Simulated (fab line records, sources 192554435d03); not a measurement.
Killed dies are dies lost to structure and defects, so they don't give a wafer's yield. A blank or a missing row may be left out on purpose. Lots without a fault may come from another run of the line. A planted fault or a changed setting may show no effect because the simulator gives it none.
One fault seen from 3 desks | flow n5_finfet | each desk has only its own numbers; what lay behind them comes last

THE DEFECT DESK
What the inspections along the route counted, lot by lot: means of the sampled wafers that have a number. A lot is out of limits, marked OUT, if its mean lies more than 4 standard deviations from the usual mean; the brackets give that distance.
Columns: A = raw_defect_count at N5_PMOS_HMC_CHANNEL_EPI_INSPECT_11, usual 2.1
lot  | first seen here | A
L757 | day 2 05:33     | 2.3
L760 | day 2 18:47     | 2.7
L764 | day 3 17:21     | 3.7
L765 | day 3 23:38     | 3.0
L766 | day 4 06:10     | 1.7
L767 | day 4 11:47     | 1.3
L770 | day 5 07:16     | 3.3
L777 | day 6 23:53     | 1.3
L778 | day 7 06:22     | 3.0
L779 | day 7 11:21     | 2.7
This desk's finding: nothing out of limits on any of the 10 lots.

THE METROLOGY DESK
What the gauges read, lot by lot, whatever tool the lot ran on: means of the sampled wafers that have a number. A lot is out of limits, marked OUT, if its mean lies more than 4 standard deviations from the usual mean; the brackets give that distance.
Columns: A = thk_nm at N5_FIN_SAQP_THK_MEAS_05, usual 38.1 nm
lot  | first seen here | A
L757 | day 2 09:44     | 38.0
L760 | day 2 22:27     | 38.7
L764 | day 3 20:49     | 38.0
L765 | day 4 03:04     | 38.0
L766 | day 4 10:57     | 37.9
L767 | day 4 18:53     | 46.2 (+16) OUT
L770 | day 5 11:01     | 45.9 (+15) OUT
L777 | day 7 05:13     | 37.8
L778 | day 7 10:46     | 38.4
L779 | day 7 16:05     | 38.4
This desk's finding: out of limits on L767, L770; first on L767, day 4 18:53 (thk_nm at N5_FIN_SAQP_THK_MEAS_05). In limits: L757, L760, L764, L765, L766, L777, L778, L779.

THE TOOL OWNER'S DESK: pecvd-03
The tool's own readings at N5_FIN_SAQP_HM_DEP_03 (deposits SiNx from SiH4/NH3/N2, target thk 38 nm, time 33.6 s): means of the sampled wafers that have a number, for each lot that ran on this tool. A lot is out of limits, marked OUT, if its mean lies more than 4 standard deviations from the usual mean; the brackets give that distance.
Columns: A = heater_power_w at N5_FIN_SAQP_HM_DEP_03, usual 815 W; B = showerhead_plenum_p_Torr at N5_FIN_SAQP_HM_DEP_03, usual 5.18 Torr; C = throttle_valve_pct at N5_FIN_SAQP_HM_DEP_03, usual 39.4 %
lot  | first seen here | A   | B    | C
L764 | day 3 20:44     | 933 | 5.19 | 37.3
L766 | day 4 10:52     | 874 | 5.19 | 37.6
L767 | day 4 18:48     | 877 | 5.19 | 37.6
L770 | day 5 10:56     | 930 | 5.19 | 37.7
This desk's finding: nothing out of limits on any of the 4 lots.

PUT TOGETHER
The metrology desk could have raised an alarm at day 4 18:53, on L767, L770.
The defect desk saw nothing out of limits.
The tool owner's desk saw nothing out of limits.
The defect desk has L767, L770 on record, within its limits.
The tool owner's desk has L767, L770 on record, within its limits.
Of the lots named, all ran N5_FIN_SAQP_HM_DEP_03 on pecvd-03.

WHAT THE SIMULATOR HAD PUT IN
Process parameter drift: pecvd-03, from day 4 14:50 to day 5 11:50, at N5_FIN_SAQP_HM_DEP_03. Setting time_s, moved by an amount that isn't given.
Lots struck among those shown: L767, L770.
Hours from the fault's start to each desk's first reading out of limits: the metrology desk, 4.
